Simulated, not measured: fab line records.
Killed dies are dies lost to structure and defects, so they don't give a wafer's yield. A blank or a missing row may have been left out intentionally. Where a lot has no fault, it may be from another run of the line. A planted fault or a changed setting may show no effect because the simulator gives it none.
fab line records	flow n5Finfet
record: lots: 7	wafers: 20	lastDay: 17
route steps=1938 shown BEOL_M12@1616 PASSIVATION@1936
lots untouched by any fault: they come from a run of this same line in which no faults occurred
startH: the number of hours between the record's first day and the start of the first shown wafer of the lot	waitH: hours elapsed since this lot's preceding step	" same as the row above	L1.1+2: one row covering several wafers at once	- no value present, or no start provided	* or withheld: withheld	< > ~ a bound
route shown NAME@n: NAME is a module with steps in the file, n the number in the route of the first one	usual: mean/standard deviation taken from wafers without a fault	same: alike in all rows	chamber/n: place in a boat	sites: the reading at each site	_std_site: the values' standard deviation	_edge_site: inner sites' mean taken away from outer sites' mean	radiusMm: how far each site lies from the wafer's centre	mask NAME#n: copy n	behind: the most recent tool/chamber to have shaped the wafer	hold: reason for holding the lot/hours on hold/outcome of the hold	device: the transistor (n, p or np) that didn't switch	end of line: tests run on the same wafers once the route is complete	for a step that has no rows: nothing shown but its recipe	killed: dies that structure and defects cost at the first sort, which is not the same as the wafer's yield	map: a wafer's dies, x killed, . not, _ none there
set.NAME: the run value of the setting; set.NAME@STEP: its run value at that earlier step	model.NAME: the simulator's own value behind a step, which no gauge read
certain route steps with their lots: each step a table, each wafer a row
services: the hour from which a tool's chamber was out of use, counted from the record's first day as startH (under 0 if before that day), plus the number of hours and why
== steps ==
step: N5_BEOL_M12_ETCH_59
recipe: chemistry: N2/H2	target: BARC	targetDepthA: 890	overetchA: 267	timeS: 67.9	ionEnergyEv: 200	pressureMtorr: 30	sourceW: 840	biasW: 150	n2FlowSccm: 200	h2FlowSccm: 200
usual: drypumpMotorCurrentA: 5.9/0.44	oesProductAu: 0.66/0.058	rfFwdPowerW: 833/3	rfVppV: 523.8/2.1	showerheadPlenumPTorr: 2.54/0.072	throttleValvePct: 17.89/0.17
lot.wafer	tool	chamber	startH	waitH	drypumpMotorCurrentA	oesProductAu	rfFwdPowerW	rfHoursCounterH	rfVppV	showerheadPlenumPTorr	throttleValvePct
L943.3	rieDiel-06	1	259.31	0.0	6.5	0.80	828	6	526.0	2.61	17.85
L943.4	"	3	"	"	5.3	0.69	835	66	525.7	2.57	17.80
L943.5	"	3	"	"	5.3	0.69	830	-	526.2	2.57	17.79
L945.3	rieDiel-03	1	260.91	0.0	5.5	0.68	828	101	523.6	2.57	18.07
L945.4	"	2	"	"	5.4	0.60	837	208	522.8	2.54	17.89
L945.5	"	2	"	"	5.4	0.60	834	-	523.3	2.54	17.90
L947.3	rieDiel-03	0	277.05	0.0	6.1	0.59	834	206	522.6	2.49	18.03
L947.4	"	3	"	"	6.3	0.69	829	111	520.7	2.45	17.49
L947.5	"	0	"	"	6.1	0.59	836	-	524.1	2.49	18.05
L955.1	rieDiel-03	1	316.79	0.0	5.5	0.66	835	118	525.0	2.57	18.08
L955.4	"	0	"	"	6.1	0.58	829	220	522.6	2.48	18.05
L955.5	"	3	"	"	6.3	0.68	830	-	520.9	2.44	17.51
L953.1	rieDiel-01	0	317.56	0.0	6.5	0.63	838	192	527.3	2.62	18.10
L953.2	"	3	"	"	6.1	0.79	832	15	523.6	2.49	17.83
L953.3	"	2	"	"	6.2	0.71	836	81	524.7	2.57	17.97
L958.2	rieDiel-01	1	342.62	0.0	5.9	0.58	831	229	519.5	2.38	17.77
L958.5	"	0	"	"	6.5	0.63	836	-	527.2	2.62	18.11
L960.2	rieDiel-06	1	350.85	0.0	6.5	0.74	831	40	525.2	2.59	17.91
L960.3	"	0	"	"	5.7	0.63	836	183	526.1	2.62	17.80
L960.6	"	0	"	"	5.7	0.62	837	-	527.3	2.62	17.79
step: N5_BEOL_M12_VIA_ETCH_16
recipe: chemistry: C4F8/O2/Ar	target: SiOC	pressureMtorr: 30	sourceW: 3000	biasW: 700	Ar_flow_sccm: 400	C4F8_flow_sccm: 15	O2_flow_sccm: 8	heInnerTorr: 15	heOuterTorr: 30	targetDepthA: 7248	timeS: withheld	ionEnergyEv: 250	ends: cleared
usual: drypumpMotorCurrentA: 5.9/0.44	oesProductAu: 0.69/0.068	rfFwdPowerW: 2991/8.6	rfVppV: 665.4/2.6	showerheadPlenumPTorr: 3.42/0.088	throttleValvePct: 24.27/0.24
lot.wafer	tool	chamber	startH	waitH	drypumpMotorCurrentA	oesProductAu	rfFwdPowerW	rfVppV	showerheadPlenumPTorr	throttleValvePct
L943.3	rieDiel-06	1	259.36	0.0	6.5	0.87	2972	667.4	3.50	24.21
L943.4	"	3	"	"	5.3	0.73	2980	666.9	3.50	24.43
L943.5	"	3	"	"	5.3	0.73	2998	667.4	3.50	24.42
L945.3	rieDiel-03	1	260.97	0.0	5.4	0.70	2992	666.9	3.45	24.44
L945.4	"	2	"	"	5.3	0.62	2974	663.2	3.37	23.91
L945.5	"	2	"	"	5.4	0.62	2990	663.7	3.37	23.90
L947.3	rieDiel-03	0	277.10	0.0	6.1	0.62	2984	664.1	3.42	24.72
L947.4	"	3	"	"	6.3	0.74	2990	662.8	3.30	23.78
L947.5	"	0	"	"	6.1	0.62	2983	664.7	3.42	24.73
L955.1	rieDiel-03	1	316.84	0.0	5.5	0.69	2991	664.8	3.44	24.46
L955.4	"	0	"	"	6.1	0.61	3012	663.5	3.41	24.75
L955.5	"	3	"	"	6.3	0.72	2995	661.6	3.29	23.79
L953.1	rieDiel-01	0	317.61	0.0	6.5	0.66	2999	667.7	3.51	24.26
L953.2	"	3	"	"	6.1	0.84	2994	664.8	3.35	24.20
L953.3	"	2	"	"	6.2	0.75	2990	666.2	3.46	24.40
L958.2	rieDiel-01	1	342.67	0.0	6.0	0.60	2991	660.9	3.27	24.35
L958.5	"	0	"	"	6.4	0.66	2995	669.0	3.50	24.27
L960.2	rieDiel-06	1	350.90	0.0	6.5	0.79	2982	667.9	3.48	24.26
L960.3	"	0	"	"	5.7	0.67	2995	668.3	3.55	24.31
L960.6	"	0	"	"	5.7	0.67	2994	668.7	3.55	24.31
step: N5_BEOL_M12_STRIP_63
recipe: chemistry: N2/H2	powerW: 1000	tempC: 250	h2Frac: 0.65	overashFraction: 0.3	pressureMtorr: 1000	n2FlowSccm: 1750	h2FlowSccm: 3250
usual: drypumpMotorCurrentA: 5.13/0.3	heaterPowerW: 337/38	oesProductAu: 0.694/0.0052	stripTimeToEndpointS: 43.1/1.1
lot.wafer	tool	chamber	startH	waitH	drypumpMotorCurrentA	heaterPowerW	oesProductAu	rfHoursCounterH	stripTimeToEndpointS
L943.3	plasmaAsher-02	0	259.58	-	5.68	353	0.694	-	43.7
L943.4	"	1	"	"	5.40	260	0.696	-	43.9
L943.5	"	0	"	"	5.68	358	0.685	-	44.4
L945.3	plasmaAsher-01	1	261.18	-	4.93	335	0.689	-	43.7
L945.4	"	0	"	"	4.91	375	0.702	-	42.9
L945.5	"	1	"	"	4.94	330	0.690	-	44.5
L947.3	plasmaAsher-01	0	277.32	-	4.92	368	0.694	-	42.6
L947.4	"	1	"	"	4.94	331	0.695	-	43.5
L947.5	"	1	"	"	4.94	330	0.693	-	42.2
L955.1	plasmaAsher-01	0	317.04	-	4.94	370	0.690	134	41.7
L955.4	"	0	"	"	4.93	369	0.685	-	41.1
L955.5	"	0	"	"	4.93	384	0.699	-	41.4
L953.1	plasmaAsher-01	0	317.81	-	4.94	368	0.693	134	44.7
L953.2	"	1	"	"	4.94	343	0.689	134	41.5
L953.3	"	1	"	"	4.94	337	0.697	-	44.5
L958.2	plasmaAsher-01	0	342.87	-	4.93	373	0.699	138	44.1
L958.5	"	0	"	"	4.90	358	0.684	-	42.1
L960.2	plasmaAsher-02	1	351.10	-	5.37	258	0.703	90	45.0
L960.3	"	0	"	"	5.69	349	0.695	-	43.3
L960.6	"	1	"	"	5.38	261	0.694	-	44.1
step: N5_BEOL_M12_STRIP_64
recipe: chemistry: N2/H2	powerW: 1000	tempC: 250	h2Frac: 0.65	overashFraction: 0.3	pressureMtorr: withheld	n2FlowSccm: 1750	h2FlowSccm: 3250
usual: drypumpMotorCurrentA: 5.1/0.3	heaterPowerW: 338/38	oesProductAu: 0.715/0.0048	stripTimeToEndpointS: 31.31/0.082
lot.wafer	tool	chamber	startH	waitH	drypumpMotorCurrentA	heaterPowerW	oesProductAu	rfHoursCounterH	stripTimeToEndpointS
L943.3	plasmaAsher-02	0	259.64	0.0	5.7	353	0.721	-	31.24
L943.4	"	1	"	"	5.4	261	0.718	-	31.16
L943.5	"	0	"	"	5.7	363	0.708	-	31.25
L945.3	plasmaAsher-01	1	261.24	0.0	4.9	336	0.710	-	31.31
L945.4	"	0	"	"	4.9	370	0.718	-	31.25
L945.5	"	1	"	"	4.9	341	0.714	-	31.24
L947.3	plasmaAsher-01	0	277.38	0.0	4.9	373	0.718	-	31.18
L947.4	"	1	"	"	5.0	341	0.718	-	31.24
L947.5	"	1	"	"	4.9	327	0.719	-	31.26
L955.1	plasmaAsher-01	0	317.10	0.0	4.9	363	0.708	134	31.34
L955.4	"	0	"	"	4.9	372	0.716	-	31.32
L955.5	"	0	"	"	4.9	375	0.709	-	31.40
L953.1	plasmaAsher-01	0	317.87	0.0	4.9	370	0.717	134	31.38
L953.2	"	1	"	"	5.0	335	0.709	134	31.32
L953.3	"	1	"	"	4.9	338	0.710	-	31.36
L958.2	plasmaAsher-01	0	342.93	0.0	4.9	380	0.717	138	31.25
L958.5	"	0	"	"	4.9	378	0.718	-	31.26
L960.2	plasmaAsher-02	1	351.16	0.0	5.4	260	0.714	90	31.23
L960.3	"	0	"	"	5.7	352	0.718	-	31.20
L960.6	"	1	"	"	5.4	261	0.707	-	31.24
step: N5_BEOL_M12_STRIP_71
recipe: chemistry: postEtchResidueRemover	timeS: 60	tempC: 25	removerPh: withheld	removerWaterWtPct: withheld	removerFluorideWtPct: withheld
step: N5_BEOL_M12_SRD_72
recipe: timeS: 30	tempC: 23	rinseLiquid: diw	dry: n2Spin	spinRpm: 1500	dryTimeS: 30
step: N5_BEOL_M12_CD_MEAS_17
recipe: targetCdNm: 140	polarity: opening
usual: cdNm: 139.0/3
lot.wafer	tool	chamber	startH	waitH	cdNm
L943.3	cdSem-01	-	259.77	0.0	143.2
L943.4	"	-	"	"	140.7
L943.5	"	-	"	"	139.0
L945.3	cdSem-01	-	261.37	0.0	134.3
L945.4	"	-	"	"	140.9
L945.5	"	-	"	"	136.5
L947.3	cdSem-02	-	277.51	0.0	136.3
L947.4	"	-	"	"	135.7
L947.5	"	-	"	"	136.5
L955.1	cdSem-01	-	317.28	0.0	137.8
L955.4	"	-	"	"	138.6
L955.5	"	-	"	"	136.0
L953.1	cdSem-02	-	318.05	0.0	140.2
L953.2	"	-	"	"	141.4
L953.3	"	-	"	"	142.1
L958.2	cdSem-02	-	343.08	0.0	137.1
L958.5	"	-	"	"	139.5
L960.2	cdSem-03	-	351.31	0.0	139.3
L960.3	"	-	"	"	138.3
L960.6	"	-	"	"	142.2
step: N5_BEOL_M12_COAT_65
recipe: resist: SOC	tempC: 250	timeS: 60	spinRpm: 1500	resistThkNm: 300
step: N5_BEOL_M12_COAT_66
recipe: resist: SiARC	tempC: 220	timeS: 60	spinRpm: 1500	resistThkNm: 110
step: N5_BEOL_M12_COAT_22
recipe: spinRpm: 2888	resistThkNm: 300
step: N5_BEOL_M12_EBR_24
recipe: solvent: PGMEA	ebrWidthMm: 1.5
step: N5_BEOL_M12_SOFTBAKE_23
recipe: tempC: 130	timeS: 60
step: N5_BEOL_M12_EXPOSE_25
recipe: maskId: M12	na: 0.93	sourceShape: conventional	sigmaOuter: 0.4	polarization: unpolarized	doseMj: 21.8
usual: stageVelMmS: 499.95/0.23
lot.wafer	tool	chamber	startH	waitH	mask	stageVelMmS
L943.3	krfScanner-02	0	259.94	-	M12#0	500.04
L943.4	"	0	"	"	M12#0	500.15
L943.5	"	0	"	"	M12#0	499.79
L945.3	krfScanner-02	0	261.54	-	M12#0	500.04
L945.4	"	0	"	"	M12#0	500.27
L945.5	"	0	"	"	M12#0	500.13
L947.3	krfScanner-02	0	277.67	-	M12#0	499.91
L947.4	"	0	"	"	M12#0	499.58
L947.5	"	0	"	"	M12#0	500.12
L955.1	krfScanner-01	0	317.56	-	M12#0	500.42
L955.4	"	0	"	"	M12#0	500.31
L955.5	"	0	"	"	M12#0	500.24
L953.1	krfScanner-01	0	318.21	-	M12#0	499.58
L953.2	"	0	"	"	M12#0	499.83
L953.3	"	0	"	"	M12#0	499.63
L958.2	krfScanner-01	0	343.37	-	M12#0	500.23
L958.5	"	0	"	"	M12#0	500.15
L960.2	krfScanner-01	0	351.59	-	M12#0	500.27
L960.3	"	0	"	"	M12#0	500.18
L960.6	"	0	"	"	M12#0	500.10
step: N5_BEOL_M12_PEB_26
recipe: pebTempC: 130	pebTimeS: 90
step: N5_BEOL_M12_DEVELOP_27
recipe: developTimeS: 45	rinseLiquid: diw	dry: airSpin	devTempC: 21
step: N5_BEOL_M12_HARDBAKE_32
recipe: tempC: 130	timeS: 120
step: N5_BEOL_M12_CD_MEAS_28
recipe: targetCdNm: 160.2	landingEnergyEv: 500	detector: seInlens	polarity: opening
usual: cdNm: 159.8/1.6
lot.wafer	tool	chamber	startH	waitH	cdNm
L943.3	cdSem-02	0	260.10	-	157.8
L943.4	"	0	"	"	158.0
L943.5	"	0	"	"	157.2
L945.3	cdSem-03	0	261.70	-	159.3
L945.4	"	0	"	"	162.6
L945.5	"	0	"	"	159.3
L947.3	cdSem-03	0	277.83	-	159.1
L947.4	"	0	"	"	158.9
L947.5	"	0	"	"	158.1
L955.1	cdSem-03	0	317.73	-	158.6
L955.4	"	0	"	"	156.7
L955.5	"	0	"	"	160.6
L953.1	cdSem-02	0	318.38	-	160.8
L953.2	"	0	"	"	161.8
L953.3	"	0	"	"	165.7
L958.2	cdSem-01	0	343.53	-	159.5
L958.5	"	0	"	"	167.6
L960.2	cdSem-01	0	351.76	-	160.4
L960.3	"	0	"	"	165.3
L960.6	"	0	"	"	161.7
step: N5_BEOL_M12_OVL_MEAS_29
recipe: pointsPerWafer: 44
usual: M12_OVL: 3/6.1
lot.wafer	tool	chamber	startH	waitH	M12_OVL[nm]
L943.3	overlay-02	0	260.13	0.0	2
L943.4	"	0	"	"	-4
L943.5	"	0	"	"	-2
L945.3	overlay-01	0	261.73	0.0	4
L945.4	"	0	"	"	3
L945.5	"	0	"	"	7
L947.3	overlay-01	0	277.86	0.0	7
L947.4	"	0	"	"	11
L947.5	"	0	"	"	8
L955.1	overlay-02	0	317.76	0.0	3
L955.4	"	0	"	"	2
L955.5	"	0	"	"	-4
L953.1	overlay-01	0	318.41	0.0	4
L953.2	"	0	"	"	8
L953.3	"	0	"	"	9
L958.2	overlay-02	0	343.56	0.0	18
L958.5	"	0	"	"	22
L960.2	overlay-01	0	351.79	0.0	0
L960.3	"	0	"	"	6
L960.6	"	0	"	"	-5
step: N5_PASSIVATION_PROBE_49
usual: defectLimitedYield: 91.5/1.7	killed_at_M0_to_M3: 33/11	killed_at_M4_up: 13/5.2	killedAtContacts: 11/5.7	killedAtFrontEnd: 39/11	killedAtOther: 4/3	killedDies: 101/20	killedOpen: 66/15	killedShort: 33/8.4	sort_bin_5_function: 5.0/1.1	sort_bin_6_memory: 3.2/0.69	sort_bin_8_speed: 0.1/0.52	sortNPass: 1078/20	sortYieldPct: 91.4/1.7
same: grossDies: 1180	killedAtBackSide: 0	sort_bin_4_leakage[%]: 0
lot.wafer	tool	chamber	startH	waitH	defectLimitedYield[%]	killed_at_M0_to_M3	killed_at_M4_up	killedAtContacts	killedAtFrontEnd	killedAtOther	killedDies	killedOpen	killedShort	sort_bin_5_function[%]	sort_bin_6_memory[%]	sort_bin_8_speed[%]	sortNPass	sortYieldPct[%]
L943.3	prober-01	-	297.43	0.1	91.1	34	19	10	40	2	105	69	33	5.3	3.5	0	1075	91.1
L943.4	prober-01	-	297.48	0.2	91.9	32	17	7	39	1	96	67	26	4.2	3.6	0	1084	91.9
L943.5	prober-01	-	297.53	0.2	90.6	32	15	13	44	7	111	83	26	5.6	3.5	0	1069	90.6
L945.3	prober-01	-	300.82	0.1	93.4	25	9	9	32	3	78	50	28	3.6	2.9	6.0	1031	87.4
L945.4	prober-01	-	300.87	0.2	93.9	28	7	4	33	0	72	44	27	3.1	2.5	0	1108	93.9
L945.5	prober-01	-	300.92	0.2	93.7	19	6	17	31	1	74	50	22	3.6	2.5	0	1106	93.7
L947.3	prober-02	-	321.33	0.2	92.8	32	9	11	32	1	85	48	33	4.2	2.9	0	1095	92.8
L947.4	prober-02	-	321.38	0.3	94.7	28	7	7	18	3	63	38	21	2.5	2.5	0	1117	94.7
L947.5	prober-02	-	321.43	0.3	94.5	19	10	3	31	2	65	41	22	3.1	2.2	0	1115	94.5
L955.1	prober-01	-	354.10	0.0	88.7	52	10	17	50	4	133	95	38	6.5	4.5	0	1047	88.7
L955.4	prober-01	-	354.25	0.2	91.6	48	11	13	26	1	99	64	34	4.9	3.4	0.1	1080	91.5
L955.5	prober-01	-	354.30	0.2	91.4	40	13	6	39	3	101	68	33	6.0	2.4	0	1079	91.4
L953.1	prober-01	-	364.11	0.0	89.6	48	13	17	44	1	123	91	30	5.4	4.6	0	1057	89.6
L953.2	prober-01	-	364.16	0.1	89.7	49	16	10	42	5	122	84	38	6.5	3.2	0	1058	89.7
L953.3	prober-01	-	364.21	0.1	90.2	45	12	10	44	5	116	86	29	6.3	3.2	0	1064	90.2
L958.2	prober-02	-	382.07	0.1	89.7	54	14	6	46	1	121	75	46	6.0	4.1	0	1059	89.7
L958.5	prober-02	-	382.22	0.2	89.7	35	7	4	66	9	121	55	53	5.2	3.4	0	1059	89.7
L960.2	prober-01	-	396.38	0.1	90.9	27	13	19	47	1	107	77	27	5.3	3.5	0	1073	90.9
L960.3	prober-01	-	396.43	0.1	90.3	30	6	11	68	0	115	78	35	6.1	3.1	0	1065	90.3
L960.6	prober-01	-	396.58	0.3	89.2	43	16	12	54	2	127	82	42	6.8	3.6	0	1053	89.2
killed by level:class
L943.3 STI_FIN_REVEAL:geometricParticle:open=17 MOL_CONTACT_COAG:geometricParticle:open=9 BEOL_M4:geometricParticle:open=8 FIN_SAQP:geometricParticle:short=7 BEOL_M0_SAQP:geometricParticle:short=7 BEOL_M2:geometricParticle:open=7 BEOL_M0_SAQP:geometricParticle:open=5 BEOL_M1:geometricParticle:open=4
L943.4 STI_FIN_REVEAL:geometricParticle:open=12 BEOL_M0_SAQP:geometricParticle:open=8 FIN_SAQP:geometricParticle:short=6 MOL_CONTACT_COAG:geometricParticle:open=6 BEOL_M3:geometricParticle:open=6 GATE_CUT:geometricParticle:short=5 BEOL_M0:geometricParticle:open=5 BEOL_M6:geometricParticle:open=5
L943.5 STI_FIN_REVEAL:geometricParticle:open=18 MOL_CONTACT_COAG:geometricParticle:open=10 BEOL_M1:geometricParticle:open=8 BEOL_M0:geometricParticle:open=7 BEOL_M4:geometricParticle:open=7 ILD0:geometricParticle:open=5 BEOL_M0_SAQP:geometricParticle:short=5 GATE_CUT:geometricParticle:short=4
L945.3 BEOL_M3:geometricParticle:open=10 FIN_SAQP:geometricParticle:short=8 MOL_CONTACT_COAG:geometricParticle:open=8 BEOL_M0_SAQP:geometricParticle:open=7 STARTING-WAFER:geometricParticle:short=5 BEOL_M0_SAQP:geometricParticle:short=5 FIN_SAQP:geometricParticle:open=4 BEOL_M4:geometricParticle:open=4
L945.4 FIN_SAQP:geometricParticle:short=7 STI_FIN_REVEAL:geometricParticle:open=7 BEOL_M0_SAQP:geometricParticle:open=7 BEOL_M1:geometricParticle:open=6 STARTING-WAFER:geometricParticle:open=6 BEOL_M0_SAQP:geometricParticle:short=5 BEOL_M3:geometricParticle:open=5 MOL_CONTACT_COAG:geometricParticle:open=3
L945.5 MOL_CONTACT_COAG:geometricParticle:open=14 FIN_SAQP:geometricParticle:open=11 FIN_SAQP:geometricParticle:short=6 STI_FIN_REVEAL:geometricParticle:open=6 BEOL_M0_SAQP:geometricParticle:short=6 BEOL_M0_SAQP:geometricParticle:open=6 MOL_CONTACT_COAG:geometricParticle:short=3 STARTING-WAFER:geometricParticle:open=3
L947.3 BEOL_M3:geometricParticle:short=9 MOL_CONTACT_COAG:geometricParticle:open=8 FIN_SAQP:geometricParticle:open=6 BEOL_M1:geometricParticle:open=6 BEOL_M3:geometricParticle:open=6 BEOL_M0_SAQP:geometricParticle:open=5 FIN_SAQP:geometricParticle:short=4 ILD0:geometricParticle:open=4
L947.4 BEOL_M0_SAQP:geometricParticle:open=6 BEOL_M3:geometricParticle:open=6 MOL_CONTACT_COAG:geometricParticle:open=5 BEOL_M3:geometricParticle:short=5 BEOL_M0_SAQP:geometricParticle:short=4 BEOL_M2:geometricParticle:open=4 FIN_SAQP:geometricParticle:open=3 STI_FIN_REVEAL:geometricParticle:open=3
L947.5 DUMMY_GATE:geometricParticle:open=7 BEOL_M0_SAQP:geometricParticle:short=6 BEOL_M5:geometricParticle:open=5 BEOL_M3:geometricParticle:open=4 FIN_SAQP:geometricParticle:open=3 FIN_SAQP:geometricParticle:short=3 STI_FIN_REVEAL:geometricParticle:open=3 GATE_CUT:geometricParticle:open=3
L955.1 BEOL_M0_SAQP:geometricParticle:open=15 STI_FIN_REVEAL:geometricParticle:open=14 MOL_CONTACT_COAG:geometricParticle:open=13 FIN_SAQP:geometricParticle:short=9 BEOL_M2:geometricParticle:open=9 BEOL_M3:geometricParticle:open=9 GATE_CUT:geometricParticle:open=7 BEOL_M1:geometricParticle:open=7
L955.4 MOL_CONTACT_COAG:geometricParticle:open=13 BEOL_M0_SAQP:geometricParticle:short=12 BEOL_M0_SAQP:geometricParticle:open=9 BEOL_M3:geometricParticle:open=8 BEOL_M4:geometricParticle:open=7 BEOL_M1:geometricParticle:open=6 BEOL_M2:geometricParticle:open=5 FIN_SAQP:geometricParticle:short=4
L955.5 BEOL_M3:geometricParticle:open=13 FIN_SAQP:geometricParticle:open=8 GATE_CUT:geometricParticle:open=6 MOL_CONTACT_COAG:geometricParticle:open=6 BEOL_M0_SAQP:geometricParticle:open=6 BEOL_M4:geometricParticle:open=6 BEOL_M2:geometricParticle:short=5 GATE_CUT:geometricParticle:short=5
L953.1 STI_FIN_REVEAL:geometricParticle:open=16 MOL_CONTACT_COAG:geometricParticle:open=14 BEOL_M3:geometricParticle:open=10 BEOL_M0_SAQP:geometricParticle:open=9 BEOL_M2:geometricParticle:open=8 FIN_SAQP:geometricParticle:open=7 BEOL_M0_SAQP:geometricParticle:short=6 BEOL_M4:geometricParticle:open=5
L953.2 STI_FIN_REVEAL:geometricParticle:open=14 BEOL_M2:geometricParticle:open=10 MOL_CONTACT_COAG:geometricParticle:open=9 BEOL_M1:geometricParticle:open=9 BEOL_M4:geometricParticle:open=8 BEOL_M0_SAQP:geometricParticle:short=7 BEOL_M3:geometricParticle:open=7 FIN_SAQP:geometricParticle:short=5
L953.3 STI_FIN_REVEAL:geometricParticle:open=13 BEOL_M3:geometricParticle:open=13 MOL_CONTACT_COAG:geometricParticle:open=8 BEOL_M2:geometricParticle:open=8 FIN_SAQP:geometricParticle:open=6 DUMMY_GATE:geometricParticle:open=6 BEOL_M1:geometricParticle:open=6 ILD0:geometricParticle:open=5
L958.2 BEOL_M0_SAQP:geometricParticle:short=21 FIN_SAQP:geometricParticle:open=13 BEOL_M0_SAQP:geometricParticle:open=12 FIN_SAQP:geometricParticle:short=9 BEOL_M0:geometricParticle:open=7 BEOL_M2:geometricParticle:open=7 GATE_CUT:geometricParticle:short=6 BEOL_M5:geometricParticle:open=6
L958.5 FIN_SAQP:geometricParticle:open=17 FIN_SAQP:geometricParticle:short=14 BEOL_M0_SAQP:geometricParticle:short=14 HKMG_FIN:areaEtch=13 BEOL_M0_SAQP:geometricParticle:open=8 GATE_CUT:geometricParticle:open=4 GATE_CUT:geometricParticle:short=4 BEOL_M2:geometricParticle:short=4
L960.2 STI_FIN_REVEAL:geometricParticle:open=20 MOL_CONTACT_COAG:geometricParticle:open=15 BEOL_M0_SAQP:geometricParticle:open=9 FIN_SAQP:geometricParticle:open=8 BEOL_M0_SAQP:geometricParticle:short=7 STI_FIN_REVEAL:geometricParticle:short=5 BEOL_M2:geometricParticle:open=5 MOL_CONTACT_COAG:geometricParticle:short=4
L960.3 STI_FIN_REVEAL:geometricParticle:open=31 FIN_SAQP:geometricParticle:short=11 FIN_SAQP:geometricParticle:open=10 MOL_CONTACT_COAG:geometricParticle:open=9 BEOL_M2:geometricParticle:open=6 BEOL_M0_SAQP:geometricParticle:open=6 BEOL_M0_SAQP:geometricParticle:short=5 STI_FIN_REVEAL:geometricParticle:short=4
L960.6 FIN_SAQP:geometricParticle:open=15 FIN_SAQP:geometricParticle:short=14 BEOL_M0_SAQP:geometricParticle:open=13 MOL_CONTACT_COAG:geometricParticle:open=11 BEOL_M0_SAQP:geometricParticle:short=11 BEOL_M4:geometricParticle:open=9 BEOL_M1:geometricParticle:open=5 BEOL_M2:geometricParticle:open=5
== services ==
tool	chamber	startH	hours	kind
krfScanner-02	-	249.88	0.3	repair
krfScanner-01	-	251.16	1.0	pm
rieDiel-01	3	255.63	-	clean
rieDiel-01	3	255.63	-	consumableReplace:focusRing
rieDiel-01	3	255.63	20.5	scheduledDown
rieDiel-01	3	255.63	20.5	ventCycle
krfScanner-01	0	279.00	-	calibration
krfScanner-02	-	280.19	1.0	pm
krfScanner-01	-	299.52	0.4	repair
krfScanner-01	-	303.47	0.8	pm
krfScanner-01	-	307.28	1.3	pm
rieDiel-06	3	307.81	6.7	repair
plasmaAsher-01	-	321.48	10.5	repair
rieDiel-01	3	330.01	15.9	repair
krfScanner-01	-	336.40	4.4	pm
rieDiel-06	2	338.04	-	clean
rieDiel-06	2	338.04	-	consumableReplace:focusRing
rieDiel-06	2	338.04	18.1	scheduledDown
rieDiel-06	2	338.04	18.1	ventCycle
plasmaAsher-02	-	340.56	5.3	repair
krfScanner-02	0	342.78	-	calibration
rieDiel-01	0	343.02	22.2	repair
== key ==
firstSign: step: N5_BEOL_M12_CD_MEAS_28	reading: cdNm	direction: up	sigmas: 3.9	usual: 159.8	struck: 166.2
effect none on later readings
metAt N5_BEOL_M12_EXPOSE_25
struckWafers L953.3,L958.5,L960.3
baselineLoss: step: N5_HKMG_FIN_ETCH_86	wafers: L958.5
onsetBetween 317.56 318.21
fault: kind: processParameterDrift	tool: krfScanner-01	chamber: -	onsetH: 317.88	steps: N5_BEOL_M12_EXPOSE_25	channel: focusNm	offset: 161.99	shape: step	endH: 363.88	scope: struckWafersOnly
baselineLoss: these wafers lose ten dies or more at that step, a loss of the line's own and not of a fault; the sort's usual values leave them out
